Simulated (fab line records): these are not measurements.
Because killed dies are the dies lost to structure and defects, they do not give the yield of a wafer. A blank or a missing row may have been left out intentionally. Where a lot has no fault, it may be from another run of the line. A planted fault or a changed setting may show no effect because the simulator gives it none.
fab line records | flow nandHarc | part 2 of 2: steps 28 to 36 of 36
[record] lots = 5 wafers = 15 lastDay = 33
route steps=1302 shown P_BONDPAD@369 A_START@389 A_ZERO_WELL@390
lots untouched by any fault: they come from a run of this same line in which no faults occurred
startH: hours from the record's opening day to when the first of the lot's shown wafers began | waitH: hours since the lot's step before | " identical to the entry in the row above | L1.1+2: one row covering several wafers at once | - either no value or no given start | * or withheld: withheld | < > ~ a bound
route shown NAME@n: names a module that has steps shown in the file, with the first one's number in the route | usual: mean/standard deviation taken from wafers without a fault | same: alike in all rows | chamber/n: place in a boat | sites: each site's reading | _std_site: how widely they spread, as a standard deviation | _edge_site: the outer-site mean with the inner-site mean subtracted | radiusMm: for every site, how far away it sits from the centre of the wafer | mask NAME#n: copy n | behind: the tool/chamber that last shaped the wafer | hold: cause of the lot's hold/its duration in hours/its outcome | device: whichever transistor did not switch (one of n, p or np) | end of line: the same wafers' tests at the end of the route | a step with no rows: only its recipe | killed: dies lost to structure and defects at the first sort, not the wafer's yield | map: a wafer's dies, x killed, . not, _ none there
set.NAME: the setting that was run; set.NAME@STEP: the one run at that earlier step | model.NAME: the simulator's own value behind a step, which no gauge read
lots seen at some steps along the route; tables by step, rows by wafer
services: when a tool's chamber went out of use (startH, in hours from the record's first day, below 0 if earlier), for how many hours, and the reason
[[steps]]
[step NHARC_A_ZERO_WELL_EXPOSE_07]
[recipe] na = 0.55 doseMj = 33.85 maskId = A_ZERO
[usual] reticleTempC = 23.01/0.095 stageVelMmS = 500.09/0.25
// columns lot.wafer tool chamber startH waitH mask reticleTempC stageVelMmS
L076.1 krfScanner-04 0 158.69 - A_ZERO#0 22.94 500.56
L076.5 " 0 " " A_ZERO#0 23.12 500.71
L076.6 " 0 " " A_ZERO#0 23.09 500.35
L086.3 krfScanner-04 0 259.94 - A_ZERO#0 23.07 500.10
L086.4 " 0 " " A_ZERO#0 23.16 499.93
L086.6 " 0 " " A_ZERO#0 22.96 499.89
L089.1 krfScanner-04 0 296.08 - A_ZERO#0 22.90 499.71
L089.3 " 0 " " A_ZERO#0 22.97 499.94
L089.6 " 0 " " A_ZERO#0 23.06 499.66
L091.4 krfScanner-02 0 307.64 - A_ZERO#0 22.95 500.19
L091.5 " 0 " " A_ZERO#0 23.05 499.92
L091.6 " 0 " " A_ZERO#0 23.16 500.35
L096.2 krfScanner-02 0 352.35 - A_ZERO#0 23.10 500.10
L096.3 " 0 " " A_ZERO#0 23.09 500.17
L096.5 " 0 " " A_ZERO#0 23.10 500.33
[step NHARC_A_ZERO_WELL_PEB_08]
[recipe] pebTempC = 128 pebTimeS = 80
// columns lot.wafer tool chamber startH waitH
L076.1+5+6 lithoTrack-05 0 158.76 0.1
L086.3+4+6 lithoTrack-07 0 260.00 0.1
L089.1+3+6 lithoTrack-07 0 296.15 0.1
L091.4+5+6 lithoTrack-05 0 307.69 0.0
L096.2+3+5 lithoTrack-07 0 352.41 0.1
[step NHARC_A_ZERO_WELL_DEVELOP_09]
[recipe] timeS = 50 devTempC = 22
// columns lot.wafer tool chamber startH waitH
L076.1+5+6 lithoTrack-05 0 - -
L086.3+4+6 lithoTrack-07 0 - -
L089.1+3+6 lithoTrack-07 0 - -
L091.4+5+6 lithoTrack-05 0 - -
L096.2+3+5 lithoTrack-07 0 - -
[step NHARC_A_ZERO_WELL_CD_MEAS_10]
[recipe] targetCdNm = 2000 landingEnergyEv = 500
[usual] cdNm = 1998.8/1.6
// columns lot.wafer tool chamber startH waitH cdNm
L076.1 cdSem-03 0 158.84 - 1998.1
L076.5 " 0 " " 2000.0
L076.6 " 0 " " 2000.4
L086.3 cdSem-03 0 260.09 - 1997.0
L086.4 " 0 " " 2000.1
L086.6 " 0 " " 2001.1
L089.1 cdSem-03 0 296.23 - 2000.8
L089.3 " 0 " " 1999.6
L089.6 " 0 " " 2000.9
L091.4 cdSem-03 0 307.78 - 1999.7
L091.5 " 0 " " 1997.1
L091.6 " 0 " " 1999.8
L096.2 cdSem-01 0 352.50 - 2001.1
L096.3 " 0 " " 2002.6
L096.5 " 0 " " 1997.8
[step NHARC_A_ZERO_WELL_HARDBAKE_11]
[recipe] tempC = 118 timeS = 65
// columns lot.wafer tool chamber startH waitH
L076.1+5+6 lithoTrack-07 0 158.92 -
L086.3+4+6 lithoTrack-07 0 260.17 -
L089.1+3+6 lithoTrack-02 0 296.31 -
L091.4+5+6 lithoTrack-02 0 307.86 -
L096.2+3+5 lithoTrack-07 0 352.58 -
[step NHARC_A_ZERO_WELL_DESCUM_12]
[recipe] timeS = 3 o2FlowSccm = 200 arFlowSccm = 0 biasPowerW = 0 chemistry = O2
[usual] drypumpMotorCurrentA = 5.7/0.42 oesProductAu = 0.998/0.011 rfVppV = 58.0/0.91 showerheadPlenumPTorr = 1.95/0.079 throttleValvePct = 11.312/0.0097
// columns lot.wafer tool chamber startH waitH drypumpMotorCurrentA oesProductAu rfHoursCounterH rfVppV showerheadPlenumPTorr throttleValvePct
L076.1 rieDiel-13 2 159.01 - 5.7 0.997 6 59.2 2.03 11.317
L076.6 " 2 " " 5.7 0.987 - 59.1 2.03 11.315
L076.5 " 0 " " 5.7 1.005 - 57.8 1.93 11.311
L086.3 rieDiel-13 0 260.24 - 5.7 0.989 3 58.2 1.93 11.322
L086.4 " 1 " " 5.7 1.003 4 56.7 1.86 11.303
L086.6 " 0 " " 5.7 0.986 - 56.7 1.93 11.311
L089.1 rieDiel-11 2 296.40 - 6.7 1.003 9 56.9 1.79 11.315
L089.3 " 3 " " 5.1 0.996 10 57.5 2.00 11.308
L089.6 " 1 " " 5.3 1.004 - 57.4 1.90 11.309
L091.4 rieDiel-13 3 307.93 - 5.2 0.998 5 58.0 2.05 11.300
L091.5 " 3 " " 5.2 0.990 - 58.9 2.05 11.308
L091.6 " 0 " " 5.7 0.986 - 57.6 1.93 11.297
L096.2 rieDiel-11 2 352.66 - 6.7 1.013 19 58.0 1.79 11.308
L096.3 " 0 " " 6.0 1.011 21 56.3 1.89 11.309
L096.5 " 1 " " 5.3 1.010 - 56.9 1.90 11.307
[step NHARC_A_ZERO_WELL_ETCH_19]
[recipe] targetDepthA = 800 overetchA = 240 timeS = 87.88 ionEnergyEv = 200 n2FlowSccm = 150 h2FlowSccm = 150 arFlowSccm = 0 rfW = 400 biasW = 150 chemistry = N2/H2
[usual] drypumpMotorCurrentA = 5.7/0.42 oesProductAu = 0.996/0.011 rfVppV = 431.5/2.6 showerheadPlenumPTorr = 2.08/0.086 throttleValvePct = 14.170/0.0093
// columns lot.wafer tool chamber startH waitH drypumpMotorCurrentA oesProductAu rfHoursCounterH rfVppV showerheadPlenumPTorr throttleValvePct
L076.1 rieDiel-13 0 159.12 0.1 5.7 1.002 5 432.1 2.06 14.155
L076.6 " 2 " " 5.7 0.984 - 434.2 2.16 14.170
L076.5 " 0 " " 5.7 1.004 - 431.7 2.06 14.173
L086.3 rieDiel-13 2 260.33 0.1 5.7 0.999 3 434.3 2.16 14.163
L086.4 " 3 " " 5.2 0.987 4 433.2 2.19 14.181
L086.6 " 2 " " 5.7 0.989 - 433.0 2.16 14.181
L089.1 rieDiel-11 0 296.49 0.1 6.0 0.990 10 429.6 2.02 14.166
L089.3 " 1 " " 5.3 1.004 7 430.8 2.03 14.152
L089.6 " 2 " " 6.7 1.010 - 426.9 1.91 14.178
L091.4 rieDiel-13 0 308.04 0.1 5.7 0.992 4 430.7 2.06 14.164
L091.5 " 1 " " 5.8 1.013 - 428.4 1.98 14.161
L091.6 " 2 " " 5.7 0.993 - 432.5 2.16 14.178
L096.2 rieDiel-11 1 352.74 0.1 5.3 1.015 17 430.8 2.02 14.172
L096.3 " 0 " " 6.0 1.004 21 429.7 2.01 14.187
L096.5 " 2 " " 6.6 1.011 - 427.0 1.91 14.167
[step NHARC_A_ZERO_WELL_ETCH_13]
[recipe] targetDepthA = 1200 timeS = 40.1 hbrFlowSccm = 150 cl2FlowSccm = 50 rfW = 400 icpW = 400 biasW = 100 chemistry = HBr/Cl2
[usual] drypumpMotorCurrentA = 5.6/0.51 oesProductAu = 0.999/0.01 throttleValvePct = 26.407/0.0092
// columns lot.wafer tool chamber startH waitH drypumpMotorCurrentA oesProductAu rfHoursCounterH throttleValvePct
L076.1 rieSi-01 3 159.23 - 5.8 0.980 0.9 26.415
L076.6 " 3 " " 5.8 0.988 - 26.399
L076.5 " 0 " " 5.9 1.010 - 26.406
L086.4 rieSi-05 3 260.45 - 5.2 0.994 0.9 26.411
L086.3 " 0 " " 4.8 0.978 0.9 26.399
L086.6 " 0 " " 4.8 0.993 - 26.404
L089.3 rieSi-05 2 296.59 - 6.4 1.017 1.0 26.398
L089.1 " 0 " " 4.8 0.999 1.2 26.398
L089.6 " 3 " " 5.2 0.999 - 26.405
L091.4 rieSi-03 0 308.16 - 5.0 1.002 0.4 26.398
L091.6 " 2 " " 5.9 1.012 - 26.406
L091.5 " 3 " " 5.6 1.013 - 26.401
L096.2 rieSi-05 2 352.86 - 6.4 1.000 0.2 26.408
L096.3 " 0 " " 4.8 0.989 0.2 26.405
L096.5 " 3 " " 5.1 0.979 - 26.412
[step NHARC_A_ZERO_WELL_STRIP_14]
[recipe] timeS = 900 tempC = 130 chemistry = SPM
[usual] bathGuardTempC = 130.1/0.38
// columns lot.wafer tool chamber startH waitH bathGuardTempC
L076.6 wetBench-07 6 159.39 - 131.1
L076.1 " 0 " " 129.2
L076.5 " 2 " " 130.5
L086.4 wetBench-06 4 260.59 - 130.3
L086.6 " 0 " " 130.4
L086.3 " 1 " " 129.7
L089.1 wetBench-01 3 296.75 - 129.7
L089.3 " 4 " " 129.9
L089.6 " 6 " " 130.2
L091.4 wetBench-01 1 308.29 - 130.0
L091.5 " 2 " " 131.1
L091.6 " 3 " " 129.7
L096.2 wetBench-01 5 353.02 - 130.2
L096.3 " 6 " " 130.2
L096.5 " 0 " " 130.3
[[services]]
// columns tool chamber startH hours kind
rieDiel-02 1 133.44 132.0 repair
wetBench-10 - 143.10 8.0 pm
pvdSputter-01 - 143.24 6.5 repair
wetBench-10 - 159.52 1.8 repair
pvdSputter-01 - 173.65 0.8 repair
rieDiel-02 2 184.02 8.7 repair
rieDiel-02 2 192.92 4.6 repair
rieDiel-02 - 216.70 9.0 pm
pvdSputter-01 - 226.00 10.0 pm
lithoTrack-02 - 227.00 7.0 pm
rieDiel-12 3 241.75 8.4 repair
pvdSputter-01 - 241.93 3.8 repair
lithoTrack-07 - 251.00 7.0 pm
rieDiel-12 0 251.50 11.3 repair
rieDiel-02 0 260.44 6.3 repair
rieDiel-12 - 268.40 9.0 pm
pvdSputter-01 - 270.09 2.1 repair
pvdSputter-02 - 282.00 10.0 pm
rieDiel-12 3 290.72 2.9 repair
wetBench-08 - 294.43 8.0 pm
pvdSputter-01 - 295.16 14.6 repair
lithoTrack-05 - 299.00 7.0 pm
rieDiel-12 - 309.55 4.9 repair
wetBench-10 - 319.10 8.0 pm
